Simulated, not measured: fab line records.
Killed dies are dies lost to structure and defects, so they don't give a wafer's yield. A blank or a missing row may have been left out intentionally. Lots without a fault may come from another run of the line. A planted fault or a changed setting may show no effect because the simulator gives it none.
fab line records	flow nand_harc	part 1 of 2: steps 1 to 29 of 38
[record] lots = 5	wafers = 15	last_day = 30
route steps=1302 shown P_M1@305 P_M2@318
lots that met no fault: taken from a fault-free run of the same line
start_h: hours from the record's first day to the start of the lot's first wafer shown	wait_h: hours elapsed since this lot's preceding step	" the same as in the row above	L1.1+2: several wafers, shown together as one row	- no value, or no start was given	* or withheld: withheld	< > ~ a bound
route shown NAME@n: names a module that has steps shown in the file, with the first one's number in the route	usual: mean/standard deviation of fault-free wafers	same: alike in all rows	chamber/n: place in a boat	sites: each site's reading	_std_site: standard deviation across them	_edge_site: outer sites' mean less inner sites'	radius_mm: how far each site lies from the wafer's centre	mask NAME#n: copy n	behind: tool/chamber where the wafer was last shaped	hold: the reason the lot was held/the length of the hold in hours/how it ended	device: the transistor (n, p or np) that didn't switch	end of line: at the end of the route, the tests of the same wafers	for a step that has no rows: nothing shown but its recipe	killed: dies that structure and defects cost at the first sort, which is not the same as the wafer's yield	map: a wafer's dies, x killed, . not, _ none there
set.NAME: the setting as run; set.NAME@STEP: as run at that earlier step	model.NAME: the simulator's own value behind a step, which no gauge read
certain route steps with their lots: each step a table, each wafer a row
services: when a tool's chamber went out of use (start_h, in hours from the record's first day, below 0 if earlier), for how many hours, and the reason
[[steps]]
[step NHARC_P_M1_DEGAS_29]
[recipe] temp_c = 250	time_s = 60
[usual] heater_power_w = 335/27
lot.wafer	tool	chamber	start_h	wait_h	heater_power_w
L075.3	pvd_sputter-03	-	139.49	-	348
L075.4	"	-	"	"	371
L075.6	"	-	"	"	349
L077.3	pvd_sputter-02	-	162.41	-	303
L077.4	"	-	"	"	359
L077.5	"	-	"	"	368
L080.3	pvd_sputter-03	-	186.47	-	357
L080.1	"	-	"	"	332
L080.6	"	-	"	"	333
L087.1	pvd_sputter-01	-	267.31	-	359
L087.2	"	-	"	"	325
L087.5	"	-	"	"	322
L088.2	pvd_sputter-03	-	268.93	-	330
L088.4	"	-	"	"	374
L088.5	"	-	"	"	330
[step NHARC_P_M1_PRE_CLEAN_30]
[recipe] time_s = 30	temp_c = 280	gas = H2/He
[usual] heater_power_w = 412/33
lot.wafer	tool	chamber	start_h	wait_h	heater_power_w
L075.3	pvd_sputter-03	-	-	-	381
L075.4	"	-	"	"	445
L075.6	"	-	"	"	439
L077.4	pvd_sputter-02	-	-	-	379
L077.3	"	-	"	"	357
L077.5	"	-	"	"	437
L080.3	pvd_sputter-03	-	-	-	448
L080.1	"	-	"	"	446
L080.6	"	-	"	"	449
L087.2	pvd_sputter-01	-	-	-	392
L087.1	"	-	"	"	437
L087.5	"	-	"	"	397
L088.2	pvd_sputter-03	-	-	-	444
L088.4	"	-	"	"	414
L088.5	"	-	"	"	417
[step NHARC_P_M1_PVD_20]
[recipe] target_thk_a = 50	bias_v = 168.6	power_w = 15000	chamber_pressure_pa = 0.12	time_s = 8.06	substrate_temp_c = 50	material = TaN
[usual] bias_v = 168.7/1.7	chamber_pressure_pa = 0.11997/0.00026	throttle_valve_pct = 30.2/0.99
lot.wafer	tool	chamber	start_h	wait_h	bias_v	chamber_pressure_pa	throttle_valve_pct
L075.3	pvd_sputter-03	-	-	-	173.2	0.12047	29.6
L075.4	"	-	"	"	166.9	0.12029	29.4
L075.6	"	-	"	"	166.9	0.12032	29.4
L077.4	pvd_sputter-02	-	-	-	169.3	0.12006	31.3
L077.3	"	-	"	"	168.7	0.11939	32.1
L077.5	"	-	"	"	170.3	0.12044	30.4
L080.3	pvd_sputter-03	-	-	-	169.0	0.12006	30.2
L080.1	"	-	"	"	171.7	0.11985	28.6
L080.6	"	-	"	"	168.6	0.11988	30.1
L087.2	pvd_sputter-01	-	-	-	169.2	0.11956	30.7
L087.1	"	-	"	"	168.5	0.11966	30.7
L087.5	"	-	"	"	169.3	0.1199	30.8
L088.4	pvd_sputter-03	-	-	-	166.3	0.11996	28.3
L088.2	"	-	"	"	167.5	0.12003	30.0
L088.5	"	-	"	"	169.9	0.1198	28.4
[step NHARC_P_M1_PVD_21]
[recipe] target_thk_a = 300	chamber_pressure_pa = 5	power_w = 5000	substrate_temp_c = 30	time_s = 20.49	material = Cu
[usual] chamber_pressure_pa = 4.998/0.01	throttle_valve_pct = 30.2/0.97
lot.wafer	tool	chamber	start_h	wait_h	chamber_pressure_pa	throttle_valve_pct
L075.4	pvd_sputter-03	-	-	-	4.986	28.6
L075.3	"	-	"	"	5.001	29.5
L075.6	"	-	"	"	4.995	28.6
L077.3	pvd_sputter-02	-	-	-	5.014	30.1
L077.4	"	-	"	"	4.986	30.6
L077.5	"	-	"	"	5.002	31.3
L080.1	pvd_sputter-03	-	-	-	5.002	29.4
L080.3	"	-	"	"	4.997	30.0
L080.6	"	-	"	"	4.990	30.2
L087.2	pvd_sputter-01	-	-	-	4.987	30.6
L087.1	"	-	"	"	4.991	31.0
L087.5	"	-	"	"	5.000	29.2
L088.2	pvd_sputter-03	-	-	-	4.996	29.9
L088.4	"	-	"	"	4.996	28.6
L088.5	"	-	"	"	4.996	29.1
[step NHARC_P_M1_ECD_22]
[recipe] target_thk_a = 4000	bath_temp_c = 25	material = Cu
lot.wafer	tool	chamber	start_h	wait_h
L075.4+3+6	ecd_cu-01	0,1,0	139.94	-
L077.4+3+5	ecd_cu-02	0,1,1	162.90	-
L080.1+3+6	ecd_cu-02	1	186.83	-
L087.1+2+5	ecd_cu-02	1,0,1	267.68	-
L088.2+4+5	ecd_cu-01	0	269.30	-
[step NHARC_P_M1_ANNEAL_31]
[recipe] temp_c = 225	time_s = 90
[usual] wafer_temp_C_max = 225.88/0.28
lot.wafer	tool	chamber	start_h	wait_h	wafer_temp_C_max
L075.3	rtp_anneal-02	0	140.33	-	225.96
L075.4	"	0	"	"	226.17
L075.6	"	0	"	"	225.82
L077.3	rtp_anneal-02	0	163.28	-	225.93
L077.4	"	0	"	"	226.11
L077.5	"	0	"	"	225.63
L080.1	rtp_anneal-02	0	187.20	-	225.98
L080.3	"	0	"	"	226.03
L080.6	"	0	"	"	225.61
L087.1	rtp_anneal-02	0	268.05	-	225.72
L087.2	"	0	"	"	225.68
L087.5	"	0	"	"	226.03
L088.2	rtp_anneal-01	0	269.72	-	225.91
L088.4	"	0	"	"	225.71
L088.5	"	0	"	"	225.90
[step NHARC_P_M1_CMP_23]
[recipe] t_overpolish_s = 20	target_thk_nm = 157.82
[usual] motor_current_A = 11.6/1.1	time_to_endpoint_s = 28/3.9
lot.wafer	tool	chamber	start_h	wait_h	motor_current_A	time_to_endpoint_s
L075.4	cmp-02	2	140.57	-	11.6	26
L075.3	"	3	"	"	11.8	32
L075.6	"	3	"	"	11.2	30
L077.4	cmp-01	1	163.54	-	9.9	24
L077.3	"	2	"	"	11.2	30
L077.5	"	1	"	"	10.2	24
L080.3	cmp-03	1	187.55	-	10.1	27
L080.1	"	3	"	"	12.2	27
L080.6	"	1	"	"	10.7	28
L087.1	cmp-02	0	268.42	-	13.8	26
L087.2	"	2	"	"	12.5	30
L087.5	"	0	"	"	13.8	25
L088.2	cmp-01	1	270.04	-	10.5	22
L088.4	"	2	"	"	10.4	30
L088.5	"	1	"	"	9.9	25
[step NHARC_P_M1_THK_MEAS_24]
[recipe] thk_meas_gauge = xrf
[usual] thk_nm = 157.4/1.7
lot.wafer	tool	chamber	start_h	wait_h	thk_nm
L075.3	film_metro-02	-	140.89	-	159.6
L075.4	"	-	"	"	156.5
L075.6	"	-	"	"	156.8
L077.3	film_metro-01	-	163.83	-	158.5
L077.4	"	-	"	"	157.5
L077.5	"	-	"	"	154.0
L080.1	film_metro-02	-	187.86	-	155.5
L080.3	"	-	"	"	158.3
L080.6	"	-	"	"	157.6
L087.1	film_metro-02	-	268.71	-	156.5
L087.2	"	-	"	"	157.5
L087.5	"	-	"	"	157.3
L088.2	film_metro-02	-	270.33	-	158.5
L088.4	"	-	"	"	158.7
L088.5	"	-	"	"	157.2
[step NHARC_P_M1_SRD_25]
lot.wafer	tool	chamber	start_h	wait_h
L075.6+3+4	wet_bench-08	5,7,0	140.93	0.0
L077.5+3+4	wet_bench-10	2,3,5	163.87	0.0
L080.6+3+1	wet_bench-10	2,3,7	187.90	0.0
L087.1+5+2	wet_bench-08	5,6,7	268.75	0.0
L088.5+2+4	wet_bench-10	5,6,2	270.37	0.0
[step NHARC_P_M1_INSPECT_27]
[usual] raw_defect_count = 315/130
lot.wafer	tool	chamber	start_h	wait_h	raw_defect_count
L075.3	defect_inspect-01	-	141.04	0.0	371
L075.4	"	-	"	"	383
L075.6	"	-	"	"	500
L077.3	defect_inspect-02	-	163.99	0.0	197
L077.4	"	-	"	"	307
L077.5	"	-	"	"	414
L080.1	defect_inspect-01	-	188.02	0.0	334
L080.3	"	-	"	"	315
L080.6	"	-	"	"	363
L087.1	defect_inspect-02	-	268.86	0.0	185
L087.2	"	-	"	"	221
L087.5	"	-	"	"	134
L088.2	defect_inspect-01	-	270.53	0.0	275
L088.4	"	-	"	"	206
L088.5	"	-	"	"	297
[step NHARC_P_M1_PRE_CLEAN_32]
[recipe] time_s = 12	temp_c = 370	rf_power_w = 300	gas = NH3
[usual] heater_power_w = 618/57
lot.wafer	tool	chamber	start_h	wait_h	heater_power_w
L075.3	pecvd-02	2	141.12	0.1	598
L075.4	"	2	"	"	591
L075.6	"	0	"	"	587
L077.4	pecvd-04	0	164.09	0.1	728
L077.3	"	2	"	"	660
L077.5	"	0	"	"	719
L080.1	pecvd-04	1	188.10	0.1	556
L080.3	"	2	"	"	664
L080.6	"	1	"	"	547
L087.1	pecvd-04	0	268.95	0.1	689
L087.2	"	1	"	"	617
L087.5	"	1	"	"	611
L088.2	pecvd-01	0	270.68	0.2	636
L088.4	"	1	"	"	554
L088.5	"	2	"	"	620
[step NHARC_P_M1_DEP_33]
[recipe] target_thk_a = 300	temp_c = 370	target_thk_nm = 30	pressure_torr = 3	flow_sccm = 200	rf_w = 450	material = SiCN
[usual] heater_power_w = 563/48
lot.wafer	tool	chamber	start_h	wait_h	heater_power_w
L075.3	pecvd-02	2	141.23	0.1	499
L075.4	"	2	"	"	522
L075.6	"	0	"	"	544
L077.4	pecvd-04	0	164.30	0.2	578
L077.3	"	2	"	"	623
L077.5	"	0	"	"	572
L080.1	pecvd-04	1	188.21	0.1	502
L080.3	"	2	"	"	574
L080.6	"	1	"	"	496
L087.1	pecvd-04	0	269.06	0.1	648
L087.2	"	1	"	"	508
L087.5	"	1	"	"	520
L088.2	pecvd-01	0	270.76	0.1	537
L088.4	"	1	"	"	629
L088.5	"	2	"	"	567
[step NHARC_P_M2_DEP_00]
[recipe] target_thk_a = 1825	target_thk_nm = 182.5	temp_c = withheld	pressure_torr = 5	flow_sccm = 200	rf_w = 600	material = SiOC
lot.wafer	tool	chamber	start_h	wait_h
L075.3+6+4	pecvd-02	0,0,1	-	-
L077.3+4+5	pecvd-01	2,2,0	164.71	0.3
L080.1+3+6	pecvd-01	1,2,2	188.62	-
L087.2+1+5	pecvd-02	1,2,2	269.47	-
L088.2+4+5	pecvd-01	0,1,0	-	-
[step NHARC_P_M2_DEHYDRATE_01]
[recipe] temp_c = 150	time_s = 120
lot.wafer	tool	chamber	start_h	wait_h
L075.3+4+6	litho_track-01	0	141.99	-
L077.3+4+5	litho_track-01	0	165.11	-
L080.1+3+6	litho_track-06	0	188.98	-
L087.1+2+5	litho_track-04	0	269.83	-
L088.2+4+5	litho_track-06	0	271.69	-
[step NHARC_P_M2_HMDS_02]
[recipe] time_s = 30
lot.wafer	tool	chamber	start_h	wait_h
L075.3+4+6	litho_track-01	0	-	-
L077.3+4+5	litho_track-01	0	-	-
L080.1+3+6	litho_track-06	0	-	-
L087.1+2+5	litho_track-04	0	-	-
L088.2+4+5	litho_track-06	0	-	-
[step NHARC_P_M2_COAT_34]
[recipe] temp_c = 200	time_s = 65
lot.wafer	tool	chamber	start_h	wait_h
L075.3+4+6	litho_track-01	0	-	-
L077.3+4+5	litho_track-01	0	-	-
L080.1+3+6	litho_track-06	0	-	-
L087.1+2+5	litho_track-04	0	-	-
L088.2+4+5	litho_track-06	0	-	-
[step NHARC_P_M2_COAT_03]
[recipe] spin_rpm = 1500	resist_thk_nm = 90
lot.wafer	tool	chamber	start_h	wait_h
L075.3+4+6	litho_track-01	0	-	-
L077.3+4+5	litho_track-01	0	-	-
L080.1+3+6	litho_track-06	0	-	-
L087.1+2+5	litho_track-04	0	-	-
L088.2+4+5	litho_track-06	0	-	-
[step NHARC_P_M2_SOFTBAKE_04]
[recipe] temp_c = 105	time_s = 55
lot.wafer	tool	chamber	start_h	wait_h
L075.3+4+6	litho_track-01	0	-	-
L077.3+4+5	litho_track-01	0	-	-
L080.1+3+6	litho_track-06	0	-	-
L087.1+2+5	litho_track-04	0	-	-
L088.2+4+5	litho_track-06	0	-	-
[step NHARC_P_M2_EBR_05]
lot.wafer	tool	chamber	start_h	wait_h
L075.3+4+6	litho_track-01	0	-	-
L077.3+4+5	litho_track-01	0	-	-
L080.1+3+6	litho_track-06	0	-	-
L087.1+2+5	litho_track-04	0	-	-
L088.2+4+5	litho_track-06	0	-	-
[step NHARC_P_M2_EXPOSE_06]
[recipe] na = 1.35	target_cd_nm = 170	dose_mj = 80.78	mask_id = P_M2
[usual] exposure_dose_mJ_cm2 = 80.79/0.079	reticle_temp_C = 23.01/0.096
lot.wafer	tool	chamber	start_h	wait_h	mask	exposure_dose_mJ_cm2	reticle_temp_C
L075.3	arfi_scanner-03	0	142.29	-	P_M2#0	80.88	22.98
L075.4	"	0	"	"	P_M2#0	80.72	23.07
L075.6	"	0	"	"	P_M2#0	80.95	22.99
L077.3	arfi_scanner-01	0	165.41	-	P_M2#0	80.78	22.95
L077.4	"	0	"	"	P_M2#0	80.91	22.84
L077.5	"	0	"	"	P_M2#0	80.87	22.67
L080.1	arfi_scanner-01	0	189.27	-	P_M2#0	80.76	23.03
L080.3	"	0	"	"	P_M2#0	80.95	22.96
L080.6	"	0	"	"	P_M2#0	80.94	23.13
L087.1	arfi_scanner-03	0	270.12	-	P_M2#0	80.60	23.22
L087.2	"	0	"	"	P_M2#0	80.81	22.95
L087.5	"	0	"	"	P_M2#0	80.95	23.07
L088.2	arfi_scanner-02	0	271.98	-	P_M2#0	80.69	23.09
L088.4	"	0	"	"	P_M2#0	80.67	23.23
L088.5	"	0	"	"	P_M2#0	80.63	23.07
[step NHARC_P_M2_PEB_07]
[recipe] peb_temp_c = 100	peb_time_s = 65
lot.wafer	tool	chamber	start_h	wait_h
L075.3+4+6	litho_track-01	0	142.34	0.0
L077.3+4+5	litho_track-04	0	165.46	0.0
L080.1+3+6	litho_track-01	0	189.33	0.1
L087.1+2+5	litho_track-06	0	270.18	0.1
L088.2+4+5	litho_track-04	0	272.04	0.1
[step NHARC_P_M2_DEVELOP_08]
[recipe] develop_time_s = 35	dev_temp_c = 23
lot.wafer	tool	chamber	start_h	wait_h
L075.3+4+6	litho_track-01	0	-	-
L077.3+4+5	litho_track-04	0	-	-
L080.1+3+6	litho_track-01	0	-	-
L087.1+2+5	litho_track-06	0	-	-
L088.2+4+5	litho_track-04	0	-	-
[step NHARC_P_M2_CD_MEAS_09]
[recipe] target_cd_nm = 170	landing_energy_ev = 500
[usual] cd_nm = 169.5/0.83
lot.wafer	tool	chamber	start_h	wait_h	cd_nm
L075.3	cd_sem-01	0	142.42	-	169.2
L075.4	"	0	"	"	168.7
L075.6	"	0	"	"	168.7
L077.3	cd_sem-03	0	165.54	-	169.8
L077.4	"	0	"	"	168.3
L077.5	"	0	"	"	170.2
L080.1	cd_sem-01	0	189.41	-	169.5
L080.3	"	0	"	"	169.5
L080.6	"	0	"	"	169.2
L087.1	cd_sem-02	0	270.26	-	169.2
L087.2	"	0	"	"	170.0
L087.5	"	0	"	"	170.2
L088.2	cd_sem-01	0	272.12	-	169.4
L088.4	"	0	"	"	169.9
L088.5	"	0	"	"	167.8
[step NHARC_P_M2_OVL_MEAS_10]
[recipe] pitch_nm = 340
[usual] overlay_x_nm = 0.2/0.82	overlay_y_nm = -0.3/0.75
lot.wafer	tool	chamber	start_h	wait_h	overlay_x_nm	overlay_y_nm
L075.3	overlay-02	-	142.51	-	-0.3	0.4
L075.4	"	-	"	"	-0.3	-0.6
L075.6	"	-	"	"	-0.5	0.1
L077.3	overlay-02	-	165.63	-	1.6	-0.5
L077.4	"	-	"	"	1.7	-1.0
L077.5	"	-	"	"	1.5	-0.5
L080.1	overlay-02	-	189.50	-	0.0	-0.9
L080.3	"	-	"	"	0.9	-1.3
L080.6	"	-	"	"	0.2	-1.0
L087.1	overlay-01	-	270.35	-	0.2	0.3
L087.2	"	-	"	"	0.0	-0.2
L087.5	"	-	"	"	0.2	0.2
L088.2	overlay-01	-	272.21	-	0.4	0.1
L088.4	"	-	"	"	0.6	-0.6
L088.5	"	-	"	"	0.0	-0.4
[step NHARC_P_M2_INSPECT_11]
[usual] raw_defect_count = 4.6/2.6
lot.wafer	tool	chamber	start_h	wait_h	raw_defect_count
L075.3	defect_inspect-01	-	142.54	0.0	2
L075.4	"	-	"	"	3
L075.6	"	-	"	"	6
L077.3	defect_inspect-01	-	165.67	0.0	0
L077.4	"	-	"	"	2
L077.5	"	-	"	"	5
L080.1	defect_inspect-02	-	189.53	0.0	6
L080.3	"	-	"	"	6
L080.6	"	-	"	"	5
L087.1	defect_inspect-02	-	270.39	0.0	4
L087.2	"	-	"	"	4
L087.5	"	-	"	"	4
L088.2	defect_inspect-02	-	272.25	0.0	8
L088.4	"	-	"	"	3
L088.5	"	-	"	"	2
[step NHARC_P_M2_DESCUM_14]
[recipe] time_s = 3	o2_flow_sccm = 200	ar_flow_sccm = 0	bias_power_w = 0	chemistry = O2
[usual] drypump_motor_current_A = 5.4/0.48	oes_product_au = 0.997/0.013	rf_vpp_V = 57.9/1	showerhead_plenum_p_Torr = 1.94/0.089	throttle_valve_pct = 11.311/0.009
lot.wafer	tool	chamber	start_h	wait_h	drypump_motor_current_A	oes_product_au	rf_hours_counter_h	rf_vpp_V	showerhead_plenum_p_Torr	throttle_valve_pct
L075.4	rie_diel-01	3	142.60	0.1	4.8	0.995	6	58.6	2.02	11.322
L075.3	"	1	"	"	5.8	1.016	7	57.7	1.83	11.320
L075.6	"	3	"	"	4.8	0.997	-	58.3	2.02	11.308
L077.3	rie_diel-09	0	165.72	0.1	4.9	1.002	0	56.4	1.95	11.325
L077.4	"	1	"	"	6.1	1.011	0	58.0	1.95	11.310
L077.5	"	0	"	"	4.9	1.010	-	58.3	1.95	11.312
L080.3	rie_diel-01	1	189.59	0.1	5.7	1.014	8	57.1	1.83	11.326
L080.1	"	2	"	"	5.9	0.996	8	58.3	2.02	11.316
L080.6	"	1	"	"	5.7	1.016	-	58.6	1.83	11.310
L087.1	rie_diel-01	1	270.45	0.1	5.8	1.000	2	57.3	1.83	11.312
L087.2	"	0	"	"	4.9	1.001	2	56.2	1.89	11.301
L087.5	"	1	"	"	5.8	1.003	-	58.3	1.83	11.303
L088.4	rie_diel-01	1	272.31	0.1	5.7	1.001	2	57.0	1.83	11.303
L088.2	"	2	"	"	5.9	0.984	3	57.8	2.02	11.301
L088.5	"	2	"	"	5.9	0.998	-	59.0	2.02	11.323
[step NHARC_P_M2_ETCH_35]
[recipe] target_depth_a = 400	overetch_a = 120	time_s = 43.94	ion_energy_ev = 200	n2_flow_sccm = 150	h2_flow_sccm = 150	ar_flow_sccm = 0	rf_w = 400	bias_w = 150	chemistry = N2/H2
[usual] drypump_motor_current_A = 5.4/0.48	oes_product_au = 0.997/0.012	rf_vpp_V = 431.5/2.7	showerhead_plenum_p_Torr = 2.07/0.098	throttle_valve_pct = 14.171/0.0099
lot.wafer	tool	chamber	start_h	wait_h	drypump_motor_current_A	oes_product_au	rf_hours_counter_h	rf_vpp_V	showerhead_plenum_p_Torr	throttle_valve_pct
L075.3	rie_diel-01	0	142.69	0.1	5.0	1.002	6	430.5	2.01	14.159
L075.4	"	1	"	"	5.7	1.009	7	427.3	1.95	14.171
L075.6	"	3	"	"	4.8	0.984	-	435.0	2.15	14.169
L077.3	rie_diel-09	1	165.81	0.1	6.1	1.004	0	431.8	2.08	14.173
L077.4	"	3	"	"	6.1	1.013	0	432.9	2.16	14.147
L077.5	"	2	"	"	6.0	1.019	-	426.6	1.92	14.187
L080.3	rie_diel-01	2	189.68	0.1	5.9	1.001	8	435.0	2.16	14.162
L080.1	"	1	"	"	5.7	1.017	8	427.9	1.95	14.187
L080.6	"	3	"	"	4.8	1.002	-	433.8	2.15	14.182
L087.2	rie_diel-01	1	270.53	0.1	5.7	1.004	2	428.0	1.95	14.167
L087.1	"	2	"	"	5.9	0.990	2	434.3	2.16	14.169
L087.5	"	1	"	"	5.7	1.002	-	428.4	1.95	14.161
L088.2	rie_diel-01	0	272.40	0.1	5.0	1.002	2	431.1	2.01	14.178
L088.4	"	2	"	"	5.9	0.989	3	433.2	2.16	14.158
L088.5	"	0	"	"	5.0	1.005	-	429.3	2.01	14.180
[step NHARC_P_M2_ETCH_15]
[recipe] target_depth_a = 1825	time_s = 91.2	c4f8_flow_sccm = withheld	ar_flow_sccm = 400	rf_w = 600	bias_w = 300	chemistry = C4F8/Ar
[usual] oes_product_au = 0.947/0.028	rf_vpp_V = 441.6/2.9
lot.wafer	tool	chamber	start_h	wait_h	oes_product_au	rf_hours_counter_h	rf_vpp_V
L075.4	rie_diel-01	0	-	-	0.957	7	439.2
L075.3	"	1	"	"	0.990	7	438.0
L075.6	"	0	"	"	0.961	-	440.4
L077.3	rie_diel-09	3	-	-	0.989	0	444.9
L077.4	"	0	"	"	0.969	0	441.8
L077.5	"	2	"	"	0.995	-	438.7
L080.1	rie_diel-01	3	-	-	0.974	8	443.3
L080.3	"	0	"	"	0.981	8	440.1
L080.6	"	0	"	"	0.982	-	440.4
L087.1	rie_diel-01	1	-	-	0.969	2	438.5
L087.2	"	3	"	"	0.979	2	445.2
L087.5	"	1	"	"	0.975	-	437.0
L088.4	rie_diel-01	3	-	-	0.981	2	443.6
L088.2	"	1	"	"	0.955	2	438.5
L088.5	"	3	"	"	0.971	-	443.7
[step NHARC_P_M2_CD_MEAS_16]
[usual] cd_nm = 169.4/1.1
lot.wafer	tool	chamber	start_h	wait_h	cd_nm
L075.3	cd_sem-03	-	142.91	-	169.2
L075.4	"	-	"	"	170.0
L075.6	"	-	"	"	168.2
L077.3	cd_sem-01	-	166.04	-	168.8
L077.4	"	-	"	"	169.5
L077.5	"	-	"	"	169.4
L080.1	cd_sem-02	-	189.90	-	170.3
L080.3	"	-	"	"	169.1
L080.6	"	-	"	"	169.3
L087.1	cd_sem-02	-	270.75	-	169.5
L087.2	"	-	"	"	170.7
L087.5	"	-	"	"	170.9
L088.2	cd_sem-03	-	272.62	-	169.8
L088.4	"	-	"	"	170.3
L088.5	"	-	"	"	167.3
